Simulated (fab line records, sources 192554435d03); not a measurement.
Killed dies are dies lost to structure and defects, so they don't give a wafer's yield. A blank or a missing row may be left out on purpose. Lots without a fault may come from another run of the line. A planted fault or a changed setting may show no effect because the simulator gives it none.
Chamber matching | flow n5_finfet | N5_BEOL_M3_ETCH_64 on rie_diel-04: 4 sister chambers
The step etches SOC in N2/H2, target depth 75 nm, overetch 15 nm, time 112.5 s. 4 wafers are shown with their chamber, then 9 later ones without.

WAFERS WITH THEIR CHAMBER
wafer  | chamber | showerhead_plenum_p_Torr (Torr)
L084.1 | 3       | 2.40
L086.1 | 1       | 2.61
L086.2 | 2       | 2.71
L086.4 | 0       | 2.48

WAFERS WITHOUT THEIR CHAMBER
wafer  | showerhead_plenum_p_Torr (Torr)
L087.1 | 2.48
L087.5 | 2.40
L087.6 | 2.48
L089.2 | 2.48
L089.5 | 2.39
L089.6 | 2.48
L095.1 | 2.60
L095.2 | 2.48
L095.6 | 2.48

WHICH CHAMBER EACH WENT THROUGH
wafer  | from the rows above | in truth
L087.1 | 0                   | 0
L087.5 | 3                   | 3
L087.6 | 0                   | 0
L089.2 | 0                   | 0
L089.5 | 3                   | 3
L089.6 | 0                   | 0
L095.1 | 1                   | 1
L095.2 | 0                   | 0
L095.6 | 0                   | 0
Placed correctly: 9 of 9. Can't be placed from these rows: 0. Placed wrongly: 0.
How it was worked out, from the rows above alone: a wafer's distance from a chamber is the root of the sum, over the readings, of the square of ((its reading less the chamber's mean) divided by the reading's scatter). The wafer belongs to the nearest chamber; if the next one is less than 2 further off, it can't be placed. A chamber's mean is the mean of its shown wafers. The scatter: with one shown wafer a chamber, the root of the mean of the squares of how far each hidden wafer lies from its nearest shown one.
